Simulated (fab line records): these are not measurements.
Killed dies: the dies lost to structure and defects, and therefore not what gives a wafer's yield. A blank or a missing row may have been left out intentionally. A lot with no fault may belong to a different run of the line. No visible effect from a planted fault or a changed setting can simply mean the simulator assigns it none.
Matching of chambers :: flow nandHarc :: NHARC_A_SLIT_DEP_23 on pecvd-02 has 3 sister chambers
The step deposits SiON, target thk 100 nm. 3 wafers are shown with their chamber, then 6 later ones without.

## WAFERS, EACH WITH ITS CHAMBER
wafer: L242.1
chamber: 1
heaterPowerW (W): 568

wafer: L242.2
chamber: 0
heaterPowerW (W): 893

wafer: L242.3
chamber: 2
heaterPowerW (W): 612

## WAFERS WITH NO CHAMBER GIVEN
wafer: L247.1
heaterPowerW (W): 694

wafer: L247.2
heaterPowerW (W): 867

wafer: L247.6
heaterPowerW (W): 576

wafer: L244.1
heaterPowerW (W): 861

wafer: L244.3
heaterPowerW (W): 691

wafer: L244.6
heaterPowerW (W): 676

## THE CHAMBER EACH PASSED THROUGH
wafer: L247.1
from the rows above: can't be placed: 2 or 1
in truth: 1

wafer: L247.2
from the rows above: 0
in truth: 0

wafer: L247.6
from the rows above: can't be placed: 1 or 2
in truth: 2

wafer: L244.1
from the rows above: 0
in truth: 0

wafer: L244.3
from the rows above: can't be placed: 2 or 1
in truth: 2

wafer: L244.6
from the rows above: can't be placed: 2 or 1
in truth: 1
Correctly placed: 2 of 6. From these rows, 4 cannot be placed; in 4 the true chamber is one of the candidates. Number placed wrongly: 0.
How it was worked out, from the rows above alone: a wafer's distance from a chamber is the root of the sum, over the readings, of the square of ((its reading less the chamber's mean) divided by the reading's scatter). The wafer belongs to the nearest chamber; if the next one is less than 2 further off, it can't be placed. A chamber's mean is the mean of its shown wafers. The scatter: root of mean squared gap, hidden wafer to nearest shown wafer, with one shown wafer a chamber.
